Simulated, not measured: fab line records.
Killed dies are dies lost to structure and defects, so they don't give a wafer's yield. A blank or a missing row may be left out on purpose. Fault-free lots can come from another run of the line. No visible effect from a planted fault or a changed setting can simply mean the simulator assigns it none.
Matching of chambers ; flow n5_finfet ; rie_diel-02 running N5_BEOL_M0_SAQP_DESCUM_19: 4 sister chambers
The step chemistry O2, time 7.9 s. 8 wafers are shown with their chamber, then 11 later ones without.

## EACH WAFER AND ITS CHAMBER
wafer;chamber;showerhead_plenum_p_Torr (Torr);drypump_motor_current_A (A)
L086.2;1;2.18;5.7
L087.2;3;2.02;6.6
L087.3;2;2.06;5.9
L087.4;0;2.09;6.5
L089.2;1;2.17;5.7
L089.4;2;2.06;5.8
L089.5;0;2.09;6.5
L092.1;3;2.02;6.5

## WAFERS WITHOUT THEIR CHAMBER
wafer;showerhead_plenum_p_Torr (Torr);drypump_motor_current_A (A)
L092.2;2.06;5.9
L092.3;2.17;5.7
L095.3;2.06;5.8
L095.4;2.01;6.5
L095.5;2.17;5.7
L096.2;2.01;6.5
L096.3;2.06;5.8
L096.5;2.09;6.5
L097.2;2.17;5.7
L097.4;2.09;6.5
L097.6;2.01;6.6

## CHAMBER TAKEN BY EACH
wafer;from the rows above;in truth
L092.2;2;2
L092.3;1;1
L095.3;2;2
L095.4;3;3
L095.5;1;1
L096.2;3;3
L096.3;2;2
L096.5;0;0
L097.2;1;1
L097.4;0;0
L097.6;3;3
Correctly placed: 11 of 11. From these rows, 0 cannot be placed. Placed wrongly: 0.
How it was worked out, from the rows above alone: a wafer's distance from a chamber is the root of the sum, over the readings, of the square of ((its reading less the chamber's mean) divided by the reading's scatter). If the next closest chamber is less than 2 further off than the closest, the wafer can't be placed; otherwise it belongs to the closest. A chamber's mean is the mean of its shown wafers. The scatter: take each reading less its chamber's mean, square it, sum over the shown wafers, divide by the number of wafers less the number of chambers, and take the root.
